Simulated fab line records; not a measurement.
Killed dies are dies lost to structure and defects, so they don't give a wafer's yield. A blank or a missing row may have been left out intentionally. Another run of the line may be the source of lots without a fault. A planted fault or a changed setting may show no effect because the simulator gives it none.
A lot that was struck, set against a sound lot | flow nand-harc | 14 steps out of a route of 1302
Sound: the wafers L424.1, L424.5, L424.6. Wafers L433.2, L433.5, L433.6 were the ones struck. Last of all comes the cause.
Each step with rows lists, per side, the tool, then ch with its chambers, then its first start. Under that, the readings that differ: sound wafers | struck wafers | difference of the means | sigmas: that difference in standard deviations of wafers without a fault.
alike: readings with means less than 2 such deviations apart, plus words and numbers identical on both sides. not compared: withheld readings, readings lacking a value on some wafer, bounds such as >300 that could conceal the same value, and numbers that have no deviation in the record and whose values overlap.
The two part at a step that has a row with sigmas, a row that says differs or no value, or rows on one side only. Numbers that don't overlap but have no deviation are shown without sigmas and don't part them. Lack of a reading on every wafer of one side parts them only where that side has two or more wafers.

first, 1 step without rows for these wafers: NHARC_A_ONON_D1_DEP_12 (target thk 1000 nm).
NHARC_A_ONON_D1_THK_MEAS_14: measures by ellipsometry.
  sound: film-metro-01 at day 9 20:49; struck: film-metro-02 at day 13 18:35
  alike: thk-nm
then, 2 steps without rows for these wafers: NHARC_A_ONON_D1_ANNEAL_15 (time 3600 s); NHARC_A_ONON_D1_DEP_16 (target thk 1000 nm).
NHARC_A_ONON_D1_THK_MEAS_18: measures by ellipsometry.
  sound: film-metro-02 at day 10 04:38; struck: film-metro-02 at day 14 09:40
  alike: thk-nm
after that, 1 step with no rows for these wafers: NHARC_A_ONON_D1_DEP_19 (target thk 1000 nm).
NHARC_A_ONON_D1_THK_MEAS_21: measures by ellipsometry.
  sound: film-metro-01 at day 10 05:12; struck: film-metro-01 at day 14 10:14
  reading     | sound       | struck         | difference | sigmas
  thk-nm (nm) | 980 979 980 | 1002 1001 1002 | +22        | +2
after that, 1 step with no rows for these wafers: NHARC_A_ONON_D1_DEP_22 (target thk 1000 nm).
NHARC_A_ONON_D1_THK_MEAS_24: measures by ellipsometry.
  sound: film-metro-01 at day 10 05:46; struck: film-metro-02 at day 14 10:48
  alike: thk-nm
after that, 1 step with no rows for these wafers: NHARC_A_ONON_D1_DEP_25 (target thk 1000 nm).
NHARC_A_ONON_D1_THK_MEAS_27: measures by ellipsometry.
  sound: film-metro-02 at day 10 06:20; struck: film-metro-02 at day 14 11:22
  reading     | sound          | struck      | difference | sigmas
  thk-nm (nm) | 1019 1018 1019 | 996 996 996 | -23        | -3
NHARC_A_ONON_D1_DEP_28: target thk 1000 nm.
  sound on pecvd-onon-01 ch 0, day 10 06:23; struck on pecvd-onon-01 ch 0, day 14 11:29
  alike: nh3-flow-sccm
NHARC_A_ONON_D1_THK_MEAS_30: measures by ellipsometry.
  sound: film-metro-01 at day 10 06:54; struck: film-metro-02 at day 14 11:56
  reading     | sound          | struck         | difference | sigmas
  thk-nm (nm) | 1007 1008 1007 | 1063 1063 1062 | +55        | +5
NHARC_A_ONON_D1_DEP_33: deposits SiO2, target thk 200 nm.
  sound on pecvd-02 ch 1,2, day 10 07:01; struck on pecvd-02 ch 0,1,2, day 14 12:02
  alike: flow-sccm, heater-power-w, throttle-valve-pct

## WHERE THEY PART
First at NHARC_A_ONON_D1_THK_MEAS_21; last, within this record, at NHARC_A_ONON_D1_THK_MEAS_30. Later steps at which nothing parts them and some readings are alike: NHARC_A_ONON_D1_DEP_33.

WHY: whatever the simulator had introduced
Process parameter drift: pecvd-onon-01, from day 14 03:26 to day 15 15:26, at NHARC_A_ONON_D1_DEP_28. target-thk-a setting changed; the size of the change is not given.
